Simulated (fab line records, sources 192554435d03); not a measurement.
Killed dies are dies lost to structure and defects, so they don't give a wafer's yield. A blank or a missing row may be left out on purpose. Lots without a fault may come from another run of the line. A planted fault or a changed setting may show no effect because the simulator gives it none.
Chamber matching | flow n5_finfet | N5_HKMG_FIN_ALD_79 on ald_metal-01: 4 sister chambers
The step deposits TiN, target thk 1.5 nm, pulse time 1 s, purge time 3 s. 16 wafers are shown with their chamber, then 8 later ones without.

WAFERS WITH THEIR CHAMBER
wafer  | chamber | heater_power_outer_w (W) | heater_power_w (W) | precursor_pulse_height_rel
L075.2 | 3       | 436                      | 782                | 1.006
L075.3 | 0       | 637                      | 941                | 0.963
L075.4 | 2       | 527                      | 900                | 1.012
L077.1 | 0       | 661                      | 946                | 1.043
L077.2 | 1       | 544                      | 871                | 0.988
L077.3 | 3       | 465                      | 791                | 0.980
L082.2 | 1       | 539                      | 877                | 0.984
L082.3 | 0       | 668                      | 963                | 0.956
L082.5 | 1       | 548                      | 861                | 1.003
L084.2 | 0       | 648                      | 933                | 1.003
L084.3 | 3       | 464                      | 807                | 1.013
L084.6 | 1       | 540                      | 881                | 0.953
L086.3 | 3       | 456                      | 806                | 1.005
L086.5 | 0       | 655                      | 937                | 0.989
L086.6 | 3       | 458                      | 784                | 1.018
L090.3 | 1       | 544                      | 886                | 1.014

SIGNATURES (means of the wafers above)
reading                    | chamber 0 | chamber 1 | chamber 2 | chamber 3 | scatter within a chamber
heater_power_outer_w       | 653.80    | 543.00    | 527.00    | 455.80    | 9.88
heater_power_w             | 944.00    | 875.20    | 900.00    | 794.00    | 11.1
precursor_pulse_height_rel | 0.99080   | 0.98840   | 1.01200   | 1.00440   | 0.0256
Rule: a wafer's distance from a chamber is the root of the sum, over the readings, of the square of ((its reading less the chamber's mean) divided by the reading's scatter). The wafer belongs to the nearest chamber; if the next one is less than 2 further off, it can't be placed. The scatter: the root of (the sum of the squares of (reading less its chamber's mean) over the shown wafers, divided by (wafers less chambers)).

WAFERS WITHOUT THEIR CHAMBER
wafer  | heater_power_outer_w (W) | heater_power_w (W) | precursor_pulse_height_rel
L090.4 | 526                      | 883                | 1.010
L090.5 | 457                      | 804                | 0.973
L091.2 | 552                      | 897                | 1.003
L091.3 | 461                      | 792                | 1.021
L091.6 | 547                      | 894                | 0.989
L096.2 | 528                      | 876                | 0.945
L096.5 | 471                      | 784                | 0.985
L096.6 | 532                      | 878                | 1.007

WHICH CHAMBER EACH WENT THROUGH
wafer  | from the rows above     | in truth
L090.4 | can't be placed: 2 or 1 | 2
L090.5 | 3                       | 3
L091.2 | can't be placed: 1 or 2 | 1
L091.3 | 3                       | 3
L091.6 | can't be placed: 1 or 2 | 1
L096.2 | can't be placed: 1 or 2 | 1
L096.5 | 3                       | 3
L096.6 | can't be placed: 1 or 2 | 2
Placed correctly: 3 of 8. Can't be placed from these rows: 5 (the true chamber is among the candidates in 5). Placed wrongly: 0.
